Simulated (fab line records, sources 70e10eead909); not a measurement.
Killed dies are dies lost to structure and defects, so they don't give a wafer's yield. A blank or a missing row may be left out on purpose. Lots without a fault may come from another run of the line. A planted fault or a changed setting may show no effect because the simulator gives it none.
A struck lot beside a sound one | flow nand_harc | 13 steps out of a route of 1159
Sound: wafers L222.2, L222.4, L222.6. Struck: wafers L228.4, L228.5, L228.6. The cause comes at the end.
At each step with rows: each side's tool, then ch and its chambers, then its first start. Under that, the readings that differ: sound wafers | struck wafers | difference of the means | sigmas: that difference in standard deviations of wafers without a fault.
alike: readings whose means differ by less than 2 such deviations, and words and numbers that are the same on both sides. not compared: withheld readings, readings that some wafer has no value for, bounds like >300 that may hide the same value, and numbers for which the record gives no deviation and whose values overlap.
The two part at a step that has a row with sigmas, a row that says differs or no value, or rows on one side only. Numbers that don't overlap but have no deviation are shown without sigmas and don't part them. A reading that every wafer of one side lacks parts them only if that side has two wafers or more.

NHARC_A_STAIRCASE_TRIM_191: chemistry O2, time 211.2 s.
  sound on rie_diel-10 ch 2,3; struck on rie_diel-13 ch 0,3
  alike: drypump_motor_current_A, oes_product_au, rf_vpp_V, showerhead_plenum_p_Torr, throttle_valve_pct
  not compared: rf_hours_counter_h
NHARC_A_STAIRCASE_ETCH_192: etches the open film in C4F8/O2, target depth 100 nm, time 40.5 s.
  sound on rie_diel-10 ch 1,2; struck on rie_diel-13 ch 0,1,3
  alike: oes_product_au, rf_vpp_V, run_length_s
  not compared: rf_hours_counter_h
then, 1 step without rows for these wafers: NHARC_A_STAIRCASE_TRIM_193 (chemistry O2, time 211.2 s).
NHARC_A_STAIRCASE_ETCH_194: etches the open film in C4F8/O2, target depth 100 nm, time 40.5 s.
  sound on rie_diel-10 ch 1,2,3; struck on rie_diel-13 ch 1,2
  alike: oes_product_au, rf_vpp_V, run_length_s
  not compared: rf_hours_counter_h
then, 2 steps without rows for these wafers: NHARC_A_STAIRCASE_TRIM_196 (chemistry O2, time 211.2 s); NHARC_A_STAIRCASE_ETCH_197 (etches the open film in C4F8/O2, target depth 100 nm, time 40.5 s).
NHARC_A_STAIRCASE_TRIM_198: chemistry O2, time 211.2 s.
  sound on rie_diel-10 ch 1,2,3; struck on rie_diel-10 ch 0,3
  alike: drypump_motor_current_A, oes_product_au, rf_vpp_V, showerhead_plenum_p_Torr, throttle_valve_pct
  not compared: rf_hours_counter_h
NHARC_A_STAIRCASE_ETCH_199: etches the open film in C4F8/O2, target depth 100 nm, time 40.5 s.
  sound on rie_diel-10 ch 2,3; struck on rie_diel-10 ch 0,1
  alike: oes_product_au, rf_vpp_V, run_length_s
  not compared: rf_hours_counter_h
then, 3 steps without rows for these wafers: NHARC_A_STAIRCASE_TRIM_200 (chemistry O2, time 211.2 s); NHARC_A_STAIRCASE_ETCH_201 (etches the open film in C4F8/O2, target depth 100 nm, time 40.5 s); NHARC_A_STAIRCASE_TRIM_202 (chemistry O2, time 211.2 s).
NHARC_A_STAIRCASE_ETCH_203: etches the open film in C4F8/O2, target depth 100 nm, time 40.5 s.
  sound on rie_diel-10 ch 1,3, day 12 00:39; struck on rie_diel-10 ch 0,2,3, day 13 12:44
  reading          | sound          | struck         | difference | sigmas
  run_length_s (s) | 61.6 61.9 62.2 | 73.6 74.4 73.9 | +12.1      | +26
  alike: oes_product_au, rf_vpp_V
  not compared: rf_hours_counter_h
-- the record jumps here: 8 days lie between the struck wafers' starts before and after (it left off in module A_STAIRCASE and takes up again in module END, whose first step shown is number 1159 of the route) --
NHARC_END_SORT_01:
  the record has rows for the struck wafers here (prober-02 ch 0, day 21 23:43) and none for the sound ones

WHERE THEY PART
First at NHARC_A_STAIRCASE_ETCH_203; last, within this record, at NHARC_END_SORT_01.

WHY: what the simulator had put in
Process parameter drift: rie_diel-10, from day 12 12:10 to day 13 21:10, at NHARC_A_STAIRCASE_ETCH_203. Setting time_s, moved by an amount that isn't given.
